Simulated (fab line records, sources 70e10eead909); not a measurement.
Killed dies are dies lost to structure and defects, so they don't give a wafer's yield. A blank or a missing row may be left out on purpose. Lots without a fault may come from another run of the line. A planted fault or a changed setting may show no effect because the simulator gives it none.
Which tool did it? | flow nand_harc | 24 lots, 72 wafers sampled, at 4 steps of a route of 1159

WHAT THE GAUGES READ, wafer by wafer
NHARC_A_SGD_CUT_INSPECT_11. Usual: raw_defect_count 20, standard deviation 9.2.
lot  | measured     | on                | raw_defect_count | flag
L074 | day 13 03:52 | defect_inspect-02 | 18 16 20         |
L076 | day 14 08:14 | defect_inspect-01 | 9 9 8            |
L075 | day 14 08:38 | defect_inspect-01 | 11 7 7           |
L077 | day 14 08:48 | defect_inspect-01 | 15 21 15         |
L078 | day 14 20:59 | defect_inspect-01 | 23 16 15         |
L079 | day 14 21:19 | defect_inspect-01 | 19 15 18         |
L080 | day 15 14:58 | defect_inspect-02 | 7 7 12           |
L081 | day 15 15:11 | defect_inspect-02 | 24 32 21         |
L084 | day 16 09:20 | defect_inspect-01 | 7 9 10           |
L082 | day 16 10:20 | defect_inspect-01 | 20 18 26         |
L083 | day 16 10:38 | defect_inspect-02 | 31 25 18         |
L085 | day 16 18:46 | defect_inspect-02 | 31 33 34         |
L086 | day 17 06:26 | defect_inspect-02 | 12 10 14         |
L088 | day 17 06:47 | defect_inspect-02 | 20 16 20         |
L087 | day 17 06:57 | defect_inspect-01 | 30 29 33         |
L090 | day 17 17:31 | defect_inspect-02 | 33 27 25         |
L089 | day 17 17:53 | defect_inspect-02 | 18 8 9           |
L092 | day 17 18:02 | defect_inspect-01 | 9 7 12           |
L091 | day 18 03:56 | defect_inspect-01 | 29 26 28         |
L093 | day 18 23:20 | defect_inspect-02 | 43 32 42         |
L095 | day 18 23:43 | defect_inspect-01 | 35 25 39         |
L094 | day 19 00:41 | defect_inspect-02 | 18 12 23         |
L097 | day 19 12:11 | defect_inspect-02 | 15 16 13         |
L096 | day 19 20:49 | defect_inspect-02 | 18 10 16         |

NHARC_A_SGD_CUT_THK_MEAS_22: measures by ellipsometry. Usual: thk_nm 148.2 nm, standard deviation 1.5.
lot  | measured     | on            | thk_nm (nm)       | flag
L074 | day 13 08:30 | film_metro-02 | 147.6 148.0 148.5 |
L076 | day 14 14:01 | film_metro-02 | 147.7 147.9 145.0 |
L075 | day 14 14:10 | film_metro-02 | 148.0 148.0 147.2 |
L077 | day 14 14:01 | film_metro-01 | 149.1 144.5 147.9 |
L078 | day 15 04:31 | film_metro-02 | 148.6 148.7 149.8 |
L079 | day 15 04:32 | film_metro-01 | 144.2 146.7 147.9 |
L080 | day 15 20:45 | film_metro-01 | 149.6 148.9 147.2 |
L081 | day 15 20:49 | film_metro-02 | 148.8 148.6 147.7 |
L084 | day 16 15:07 | film_metro-02 | 148.2 147.0 147.8 |
L082 | day 16 15:07 | film_metro-01 | 148.1 148.2 148.7 |
L083 | day 16 15:16 | film_metro-01 | 147.5 145.9 148.4 |
L085 | day 17 04:21 | film_metro-02 | 148.7 150.3 147.5 |
L086 | day 17 12:26 | film_metro-01 | 145.4 148.0 147.6 |
L088 | day 17 12:26 | film_metro-01 | 148.4 146.9 147.0 |
L087 | day 17 12:26 | film_metro-02 | 149.4 147.8 148.6 |
L090 | day 17 23:26 | film_metro-01 | 147.8 148.3 149.8 |
L089 | day 17 23:26 | film_metro-02 | 146.4 145.7 145.3 |
L092 | day 17 23:28 | film_metro-02 | 148.2 149.1 145.8 |
L091 | day 18 10:01 | film_metro-01 | 148.7 151.5 147.9 |
L093 | day 19 05:20 | film_metro-01 | 147.4 149.5 147.4 |
L095 | day 19 05:22 | film_metro-02 | 146.9 147.4 149.9 |
L094 | day 19 05:23 | film_metro-01 | 150.3 151.1 148.8 |
L097 | day 19 19:38 | film_metro-01 | 149.6 149.0 147.5 |
L096 | day 20 02:08 | film_metro-02 | 148.3 149.4 151.2 |

WHICH TOOL RAN EACH LOT (tool, then ch and the chambers of the sampled wafers, then the start)
lot  | NHARC_A_SGD_CUT_DESCUM_14          | NHARC_A_SGD_CUT_CMP_21
L074 | rie_diel-03 ch 0,1, day 13 03:56   | cmp-03 ch 0,2, day 13 08:15
L076 | rie_diel-03 ch 1,3, day 14 08:18   | cmp-01 ch 0,2, day 14 13:46
L075 | rie_diel-08 ch 0,1,3, day 14 08:42 | cmp-01 ch 0,1,3, day 14 13:55
L077 | rie_diel-02 ch 1,2, day 14 08:52   | cmp-03 ch 0,2,3, day 14 13:49
L078 | rie_diel-08 ch 0,1,2, day 14 21:03 | cmp-02 ch 0,3, day 15 04:16
L079 | rie_diel-03 ch 0,1,3, day 14 21:24 | cmp-03 ch 0,2,3, day 15 04:16
L080 | rie_diel-02 ch 2,3, day 15 15:01   | cmp-01 ch 0,1,3, day 15 20:29
L081 | rie_diel-08 ch 0,1,2, day 15 15:16 | cmp-03 ch 1,2,3, day 15 20:34
L084 | rie_diel-03 ch 0,2,3, day 16 09:24 | cmp-01 ch 0,2,3, day 16 14:54
L082 | rie_diel-08 ch 0,1,3, day 16 10:23 | cmp-02 ch 1,2,3, day 16 14:54
L083 | rie_diel-03 ch 1,2, day 16 10:41   | cmp-01 ch 1,2,3, day 16 15:03
L085 | rie_diel-02 ch 0,2,3, day 16 18:49 | cmp-01 ch 0,1,2, day 17 04:06
L086 | rie_diel-03 ch 2,3, day 17 06:30   | cmp-03 ch 1,2,3, day 17 12:12
L088 | rie_diel-08 ch 0,1,3, day 17 06:52 | cmp-02 ch 0,2,3, day 17 12:12
L087 | rie_diel-02 ch 0,1,2, day 17 07:02 | cmp-01 ch 2,3, day 17 12:10
L090 | rie_diel-03 ch 1,2,3, day 17 17:35 | cmp-03 ch 0,1, day 17 23:11
L089 | rie_diel-02 ch 0,3, day 17 17:58   | cmp-02 ch 2,3, day 17 23:11
L092 | rie_diel-03 ch 1,2,3, day 17 18:06 | cmp-01 ch 0,1,2, day 17 23:14
L091 | rie_diel-08 ch 1,2, day 18 04:00   | cmp-01 ch 1,2, day 18 09:45
L093 | rie_diel-02 ch 1,2,3, day 18 23:25 | cmp-02 ch 0,1, day 19 05:05
L095 | rie_diel-03 ch 0,2,3, day 18 23:47 | cmp-01 ch 1,2,3, day 19 05:06
L094 | rie_diel-02 ch 1,2,3, day 19 00:46 | cmp-03 ch 0,1,2, day 19 05:08
L097 | rie_diel-03 ch 1,2,3, day 19 12:15 | cmp-01 ch 0,2, day 19 19:23
L096 | rie_diel-03 ch 0,2,3, day 19 20:53 | cmp-01 ch 0,3, day 20 01:52
- NHARC_A_SGD_CUT_DESCUM_14: chemistry O2, time 3 s.
- NHARC_A_SGD_CUT_CMP_21: polishes, target thk 148.19 nm.

WHAT THE TOOLS THEMSELVES READ (means of the sampled wafers that have a number; where no wafer has one, the mark that the record gives instead)
NHARC_A_SGD_CUT_DESCUM_14. Usual: drypump_motor_current_A 5.6 A, standard deviation 0.47; o2_flow_sccm 200.1 sccm, standard deviation 0.67; oes_product_au 1.004 a.u., standard deviation 0.012; rf_vpp_V 57.6 V, standard deviation 0.81; showerhead_plenum_p_Torr 1.90 Torr, standard deviation 0.079; throttle_valve_pct 11.311 %, standard deviation 0.0091.
lot  | tool        | drypump_motor_current_A (A) | o2_flow_sccm (sccm) | oes_product_au (a.u.) | rf_vpp_V (V) | showerhead_plenum_p_Torr (Torr) | throttle_valve_pct (%) | flag
L074 | rie_diel-03 | 5.8                         | 200.3               | 1.017                 | 57.4         | 1.81                            | 11.306                 |
L076 | rie_diel-03 | 5.5                         | 199.2               | 1.019                 | 57.8         | 1.83                            | 11.303                 |
L075 | rie_diel-08 | 6.0                         | 200.8               | 1.005                 | 57.2         | 1.91                            | 11.312                 |
L077 | rie_diel-02 | 5.7                         | 200.5               | 1.004                 | 57.0         | 1.98                            | 11.307                 |
L078 | rie_diel-08 | 5.9                         | 200.0               | 1.004                 | 57.8         | 1.90                            | 11.311                 |
L079 | rie_diel-03 | 5.6                         | 200.5               | 1.008                 | 57.3         | 1.85                            | 11.312                 |
L080 | rie_diel-02 | 5.1                         | 200.6               | 1.000                 | 57.6         | 2.01                            | 11.312                 |
L081 | rie_diel-08 | 5.9                         | 199.1               | 0.996                 | 57.6         | 1.90                            | 11.312                 |
L084 | rie_diel-03 | 5.6                         | 199.6               | 1.006                 | 57.9         | 1.86                            | 11.301                 |
L082 | rie_diel-08 | 6.0                         | 200.2               | 1.005                 | 57.6         | 1.91                            | 11.316                 |
L083 | rie_diel-03 | 5.8                         | 200.3               | 1.026                 | 57.1         | 1.81                            | 11.306                 |
L085 | rie_diel-02 | 5.3                         | 200.3               | 1.006                 | 58.4         | 1.99                            | 11.309                 |
L086 | rie_diel-03 | 5.2                         | 199.5               | 1.008                 | 57.9         | 1.89                            | 11.312                 |
L088 | rie_diel-08 | 6.0                         | 199.9               | 1.006                 | 58.7         | 1.91                            | 11.313                 |
L087 | rie_diel-02 | 5.6                         | 200.2               | 1.002                 | 58.1         | 1.97                            | 11.313                 |
L090 | rie_diel-03 | 5.5                         | 200.4               | 1.010                 | 57.2         | 1.84                            | 11.315                 |
L089 | rie_diel-02 | 5.0                         | 200.4               | 1.004                 | 57.3         | 1.99                            | 11.319                 |
L092 | rie_diel-03 | 5.5                         | 199.8               | 1.012                 | 57.0         | 1.84                            | 11.310                 |
L091 | rie_diel-08 | 5.5                         | 200.2               | 1.003                 | 57.1         | 1.83                            | 11.317                 |
L093 | rie_diel-02 | 5.4                         | 199.4               | 1.007                 | 58.0         | 1.99                            | 11.305                 |
L095 | rie_diel-03 | 5.6                         | 200.1               | 1.006                 | 58.2         | 1.86                            | 11.305                 |
L094 | rie_diel-02 | 5.4                         | 199.4               | 0.996                 | 58.3         | 1.99                            | 11.314                 |
L097 | rie_diel-03 | 5.5                         | 200.5               | 1.011                 | 57.4         | 1.84                            | 11.317                 |
L096 | rie_diel-03 | 5.6                         | 200.7               | 1.002                 | 57.8         | 1.86                            | 11.308                 |

NHARC_A_SGD_CUT_CMP_21. Usual: motor_current_A 11.6 A, standard deviation 1.2; slurry_filter_dp_kPa 13.49 kPa, standard deviation 0.13; time_to_endpoint_s 50 s, standard deviation 3.3.
lot  | tool   | motor_current_A (A) | slurry_filter_dp_kPa (kPa) | time_to_endpoint_s (s) | flag
L074 | cmp-03 | 11.1                | 13.50                      | 50                     |
L076 | cmp-01 | 11.3                | 13.43                      | 46                     |
L075 | cmp-01 | 11.4                | 13.63                      | 47                     |
L077 | cmp-03 | 11.0                | 13.50                      | 47                     |
L078 | cmp-02 | 12.4                | 13.37                      | 51                     |
L079 | cmp-03 | 11.2                | 13.61                      | 48                     |
L080 | cmp-01 | 11.7                | 13.45                      | 52                     |
L081 | cmp-03 | 11.7                | 13.44                      | 50                     |
L084 | cmp-01 | 11.9                | 13.52                      | 45                     |
L082 | cmp-02 | 11.7                | 13.52                      | 48                     |
L083 | cmp-01 | 11.7                | 13.42                      | 49                     |
L085 | cmp-01 | 10.9                | 13.54                      | 50                     |
L086 | cmp-03 | 11.8                | 13.38                      | 50                     |
L088 | cmp-02 | 11.6                | 13.60                      | 49                     |
L087 | cmp-01 | 12.2                | 13.51                      | 53                     |
L090 | cmp-03 | 10.9                | 13.46                      | 51                     |
L089 | cmp-02 | 10.6                | 13.58                      | 48                     |
L092 | cmp-01 | 10.6                | 13.50                      | 54                     |
L091 | cmp-01 | 10.5                | 13.52                      | 52                     |
L093 | cmp-02 | 13.3                | 13.38                      | 52                     |
L095 | cmp-01 | 11.5                | 13.71                      | 51                     |
L094 | cmp-03 | 11.4                | 13.51                      | 50                     |
L097 | cmp-01 | 11.2                | 13.44                      | 50                     |
L096 | cmp-01 | 12.6                | 13.49                      | 52                     |

THE ANSWER, worked out from the rows above alone
Rule: a lot is off if the mean of its wafers that have a number lies more than 3 standard deviations from the usual mean. A lot without any number at a reading at which 4 lots or more have one is off too. The other lots that the step has rows for count as sound. The gauges are gone through in route order, then the tools' own readings, and for those a lot's mean is taken as printed above. The first step at which some lot is off is used, and at that step the reading that is off furthest; a lot without a number counts as furthest.
No lot is off at any reading shown: from this, nothing can be told.

WHAT THE SIMULATOR HAD PUT IN
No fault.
